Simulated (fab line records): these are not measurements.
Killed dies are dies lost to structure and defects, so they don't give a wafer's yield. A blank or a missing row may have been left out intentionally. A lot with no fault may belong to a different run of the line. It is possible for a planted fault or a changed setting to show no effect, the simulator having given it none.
Split-lot trial + flow n5-finfet + 21 wafers read from 7 lots, route of 1938 steps

ON THE SPLIT
At N5_BEOL_M2_ETCH_64 (etches SOC in N2/H2, target depth 75 nm, overetch 22.5 nm, time 121.9 s), the setting source-w was moved away from the recipe's 840 W on 7 of the 21 wafers read, by -15.8% to +17.6%. For the rest of the wafers, this setting stayed at what the recipe calls for.

The reading is taken at the split's own step.

THE READING
rf-vpp-V, in V, at N5_BEOL_M2_ETCH_64 (etches SOC in N2/H2, target depth 75 nm, overetch 22.5 nm, time 121.9 s). A value of 523.5 V with a standard deviation of 2.5 V is what fault-free wafers of this fab line usually give.

| wafer  | tool, chamber at the split | source-w as run, W | against the recipe | rf-vpp-V, V | against lot-mates on the recipe |
|--------|----------------------------|--------------------|--------------------|-------------|---------------------------------|
| L074.1 | rie-diel-04, 1             | 840                | recipe             | 519.7       | -                               |
| L074.3 | rie-diel-04, 2             | 771.3              | -8.2%              | 536.8       | +17.1                           |
| L074.6 | rie-diel-04, 2             | 771.3              | -8.2%              | 538.4       | +18.7                           |
| L078.1 | rie-diel-04, 3             | 840                | recipe             | 525.4       | -                               |
| L078.2 | rie-diel-04, 2             | 840                | recipe             | 522.3       | -                               |
| L078.5 | rie-diel-04, 2             | 707.4              | -15.8%             | 552.2       | +28.4                           |
| L081.1 | rie-diel-04, 0             | 840                | recipe             | 522.5       | -                               |
| L081.2 | rie-diel-04, 3             | 840                | recipe             | 524.1       | -                               |
| L081.5 | rie-diel-04, 3             | 840                | recipe             | 523.6       | -                               |
| L090.1 | rie-diel-04, 3             | 789.2              | -6.0%              | 535.8       | +14.3                           |
| L090.2 | rie-diel-04, 1             | 840                | recipe             | 520.0       | -                               |
| L090.3 | rie-diel-04, 0             | 840                | recipe             | 523.0       | -                               |
| L088.1 | rie-diel-03, 3             | 987.5              | +17.6%             | 497.1       | -31.2                           |
| L088.3 | rie-diel-03, 2             | 840                | recipe             | 529.2       | -                               |
| L088.6 | rie-diel-03, 2             | 840                | recipe             | 527.5       | -                               |
| L097.1 | rie-diel-04, 1             | 840                | recipe             | 519.6       | -                               |
| L097.5 | rie-diel-04, 0             | 840                | recipe             | 522.0       | -                               |
| L097.6 | rie-diel-04, 1             | 840                | recipe             | 519.8       | -                               |
| L096.1 | rie-diel-01, 0             | 895                | +6.5%              | 515.1       | -5.6                            |
| L096.2 | rie-diel-01, 3             | 840                | recipe             | 520.7       | -                               |
| L096.4 | rie-diel-01, 2             | 895                | +6.5%              | 509.9       | -10.8                           |

FIT RESULTS
A straight line over all 21 wafers: rf-vpp-V changes by -1.68 V for each +1% of source-w; r = -0.97; the points scatter about the line by 2.9 V.
The same after taking each lot's own level away (the mean of its wafers on the recipe; 21 wafers): -1.82 V for each +1%; r = -0.99; scatter 2 V.
Per that fit: largest source-w move, reading shift of 32 V.
The span of the lots' own levels, 519.70 to 528.35 V, comes to 3.5 times the standard deviation stated above.
Consequently the slope shifts little with the lot-to-lot level, the two slopes agreeing.
Check: for one of the wafers moved furthest among these (+17.6%), held out of the fit, the line's prediction against its lot-mates is -30.9 V. Against them it came out at -31.2 V.
Tool readings at the split's step, against how far the setting was moved: rf-vpp-V r = -0.97.

OTHER SPLITS ON THESE WAFERS
These wafers also went through other splits before the reading. Each is held against what the fit with the lots' levels taken away leaves over:
| other split on the same wafers | wafers away from the commonest value | r with rf-vpp-V (lot level and that fit taken away) |
|--------------------------------|--------------------------------------|-----------------------------------------------------|
| N5_BEOL_M1_PECVD_72 time-s     | 6                                    | +0.08                                               |
| N5_BEOL_M1_EXPOSE_08 dose-mj   | 4                                    | -0.51                                               |
| N5_BEOL_M2_DESCUM_16 time-s    | 8                                    | +0.46                                               |

THE FILE'S OWN FIT
rf-vpp-V changes by -1.82 V for each +1% of source-w, r = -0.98.
